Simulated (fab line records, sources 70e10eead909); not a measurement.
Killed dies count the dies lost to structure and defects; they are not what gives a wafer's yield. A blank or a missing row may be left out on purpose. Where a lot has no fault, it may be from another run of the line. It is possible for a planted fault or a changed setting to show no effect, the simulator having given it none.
What tool caused it?	flow nand harc	39 wafers from 13 lots sampled at 5 of the route's 1159 steps

## WHAT THE GAUGES SHOWED, per wafer
NHARC_P_ZERO_WELL_CD_MEAS_24: the cd target is 720 nm.
lot	measured	on	cd nm (nm)
L255	day 2 08:38	cd sem-03	718.8 718.8 720.0
L256	day 2 14:38	cd sem-01	721.1 719.2 720.8
L258	day 3 02:48	cd sem-03	722.8 723.7 722.0
L259	day 3 09:07	cd sem-01	718.2 718.7 718.7
L260	day 3 14:36	cd sem-02	719.8 721.2 721.7
L268	day 5 14:31	cd sem-02	720.2 720.4 720.8
L269	day 5 20:31	cd sem-03	720.8 719.3 720.2
L270	day 6 02:30	cd sem-03	718.8 720.2 719.7
L271	day 6 08:37	cd sem-02	720.2 719.4 718.7
L272	day 6 14:50	cd sem-02	722.1 721.6 722.7
L273	day 6 20:24	cd sem-02	719.6 720.3 721.8
L274	day 7 03:01	cd sem-02	723.1 721.2 720.1
L275	day 7 08:39	cd sem-01	718.9 718.4 717.8

NHARC_P_GATE_CD_MEAS_91: the cd target is 2000 nm.
lot	measured	on	cd nm (nm)
L255	day 6 07:58	cd sem-03	1998.9 1999.4 2001.0
L256	day 6 07:46	cd sem-02	2000.7 2000.4 2003.0
L268	day 9 17:25	cd sem-02	1998.4 1999.1 1999.1
L269	day 10 01:04	cd sem-03	1998.6 2000.4 2001.0
L270	day 10 06:55	cd sem-03	1999.9 2000.7 1998.5
L271	day 10 00:50	cd sem-01	1999.0 2001.3 2000.6
L272	day 10 01:31	cd sem-03	1999.5 2000.8 2001.3
L273	day 10 18:04	cd sem-03	2000.4 2002.7 2001.2
L274	day 10 17:29	cd sem-03	2000.0 2002.1 2000.0
L275	day 11 00:52	cd sem-02	2000.6 2000.6 1999.8

NHARC_P_CONTACT_INSPECT_14.
lot	measured	on	raw defect count
L255	day 6 12:48	defect inspect-02	2 1 2
L256	day 6 12:37	defect inspect-02	1 6 0
L268	day 9 22:20	defect inspect-01	3 1 2
L269	day 10 06:56	defect inspect-01	2 3 3
L270	day 10 11:54	defect inspect-01	4 1 3
L271	day 10 05:48	defect inspect-02	2 2 3
L272	day 10 06:37	defect inspect-01	3 1 3
L273	day 10 23:22	defect inspect-01	4 5 3
L274	day 10 22:53	defect inspect-02	4 8 0
L275	day 11 05:35	defect inspect-01	4 4 2

NHARC_END_SORT_01.
lot	measured	on	killed at array	killed at other	killed at periphery	killed dies	killed open	killed short
L258	day 21 04:48	prober-01	31 38 30	1 1 3	645 638 644	677 677 677	1 0 3	2 1 4
L259	day 21 07:18	prober-02	12 12 17	2 6 0	663 659 660	677 677 677	0 4 8	3 2 3
L260	day 21 14:29	prober-01	46 58 43	1 2 0	630 617 634	677 677 677	4 10 5	4 3 1

## WHICH TOOL RAN EACH LOT (tool, then ch and the chambers of the sampled wafers, then the start)
lot	NHARC_P_ZERO_WELL_ETCH_65
L255	rie diel-10 ch 0,1,3, day 2 07:31
L256	rie diel-09 ch 2,3, day 2 13:30
L258	rie diel-10 ch 2,3, day 3 01:43
L259	rie diel-09 ch 0,2,3, day 3 07:32
L260	rie diel-10 ch 2,3, day 3 13:30
L268	rie diel-07 ch 1,2,3, day 5 13:23
L269	rie diel-10 ch 2,3, day 5 19:22
L270	rie diel-07 ch 2,3, day 6 01:30
L271	rie diel-07 ch 1,2,3, day 6 07:29
L272	rie diel-09 ch 0,1,2, day 6 13:41
L273	rie diel-09 ch 1,2, day 6 19:24
L274	rie diel-09 ch 0,1,2, day 7 01:29
L275	rie diel-07 ch 0,1,2, day 7 07:32
- NHARC_P_ZERO_WELL_ETCH_65: etches the open film in N2/H2, target depth 80 nm, overetch 24 nm, time 87.88 s.

## AS READ BY THE TOOLS THEMSELVES (means over the sampled wafers that have a number; for cases with no such wafer, the mark the record gives instead)
NHARC_P_ZERO_WELL_ETCH_65.
lot	tool	bias w (W)	chamber pressure mTorr (mTorr)	drypump motor current A (A)	oes product au (a.u.)	rf vpp V (V)	showerhead plenum p Torr (Torr)	throttle valve pct (%)
L255	rie diel-10	150.2	29.971	5.7	0.997	428.2	1.96	14.172
L256	rie diel-09	150.1	29.978	6.2	0.992	432.0	2.09	14.178
L258	rie diel-10	-	-	-	-	-	-	-
L259	rie diel-09	-	-	-	-	-	-	-
L260	rie diel-10	-	-	-	-	-	-	-
L268	rie diel-07	150.0	29.991	5.9	1.004	430.1	2.01	14.164
L269	rie diel-10	149.9	29.998	6.0	1.007	429.0	1.98	14.167
L270	rie diel-07	150.2	29.965	6.2	0.997	428.8	1.99	14.171
L271	rie diel-07	149.8	29.956	5.8	1.005	430.0	2.01	14.175
L272	rie diel-09	150.1	30.014	6.1	1.007	429.3	1.99	14.163
L273	rie diel-09	149.9	30.032	6.1	0.993	429.0	1.99	14.166
L274	rie diel-09	150.1	30.006	6.1	1.002	429.5	1.99	14.180
L275	rie diel-07	149.7	29.975	5.6	1.004	430.1	2.02	14.180

## THE ANSWER, worked out from the rows above alone
Rule: the usual values come from the lots themselves. The widest of any qualifying gaps counts: lots, ordered by their means at a reading, are off when they make up no more than a third of the lots, leave a main group of 4 or more, and stand apart from it by 3 or more times the standard deviation of that group's means. A main group is skipped when, at the precision printed for the reading in the tables above, its means are all equal. Also off: a lot with no number at a reading for which 4 or more lots have one. Any other lot the step has rows for is counted as sound. Order of review: gauges by route order, followed by the tools' own readings, for which a lot's mean as printed above is used. At the first step where some lot is off, the reading lying furthest off is the one used; lots without a number count as furthest.
Off: L258, L259, L260 (NHARC_P_ZERO_WELL_ETCH_65, bias w). Without a number there: L258, L259, L260. Main group: mean 150.0 W, sd 0.16.
A tool fits if, at that step or a process step before it, it ran every lot that is off, and no sound lot after the first of them. Not one of the candidates tried fits.

## WHAT WAS PUT IN BY THE SIMULATOR
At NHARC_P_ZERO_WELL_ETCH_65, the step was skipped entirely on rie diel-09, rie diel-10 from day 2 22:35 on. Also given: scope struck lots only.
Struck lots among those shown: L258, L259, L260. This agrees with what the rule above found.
